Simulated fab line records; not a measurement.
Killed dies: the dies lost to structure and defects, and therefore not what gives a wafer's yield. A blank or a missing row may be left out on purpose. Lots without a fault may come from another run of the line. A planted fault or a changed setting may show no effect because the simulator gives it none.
Chamber matching || flow n5 finfet || N5_BEOL_M3_ETCH_74 on rie diel-03 has 4 sister chambers
The step etches underlayer in N2/H2, target depth 6.5 nm, time 5.2 s. 4 wafers are shown with their chamber, then 10 later ones without.

EACH WAFER AND ITS CHAMBER
{"wafer": "L089.5", "chamber": 1, "drypump motor current A (A)": 6.0}
{"wafer": "L089.6", "chamber": 2, "drypump motor current A (A)": 5.3}
{"wafer": "L090.2", "chamber": 0, "drypump motor current A (A)": 4.8}
{"wafer": "L090.3", "chamber": 3, "drypump motor current A (A)": 5.5}

WAFERS WHOSE CHAMBER IS MISSING
{"wafer": "L090.6", "drypump motor current A (A)": 5.3}
{"wafer": "L092.1", "drypump motor current A (A)": 5.5}
{"wafer": "L092.2", "drypump motor current A (A)": 4.7}
{"wafer": "L092.6", "drypump motor current A (A)": 4.8}
{"wafer": "L091.1", "drypump motor current A (A)": 5.5}
{"wafer": "L091.3", "drypump motor current A (A)": 5.3}
{"wafer": "L091.6", "drypump motor current A (A)": 5.5}
{"wafer": "L095.4", "drypump motor current A (A)": 6.0}
{"wafer": "L095.5", "drypump motor current A (A)": 5.5}
{"wafer": "L095.6", "drypump motor current A (A)": 4.7}

CHAMBER TAKEN BY EACH
{"wafer": "L090.6", "from the rows above": 2, "in truth": 2}
{"wafer": "L092.1", "from the rows above": 3, "in truth": 3}
{"wafer": "L092.2", "from the rows above": 0, "in truth": 0}
{"wafer": "L092.6", "from the rows above": 0, "in truth": 0}
{"wafer": "L091.1", "from the rows above": 3, "in truth": 3}
{"wafer": "L091.3", "from the rows above": 2, "in truth": 2}
{"wafer": "L091.6", "from the rows above": 3, "in truth": 3}
{"wafer": "L095.4", "from the rows above": 1, "in truth": 1}
{"wafer": "L095.5", "from the rows above": 3, "in truth": 3}
{"wafer": "L095.6", "from the rows above": 0, "in truth": 0}
Correctly placed: 10 of 10. Left unplaced by these rows: 0. Placed wrongly: 0.
How it was worked out, from the rows above alone: a wafer's distance from a chamber is the root of the sum, over the readings, of the square of ((its reading less the chamber's mean) divided by the reading's scatter). The wafer belongs to the nearest chamber; if the next one is less than 2 further off, it can't be placed. The mean given for a chamber averages the wafers shown for that chamber. The scatter: root of mean squared gap, hidden wafer to nearest shown wafer, with one shown wafer a chamber.
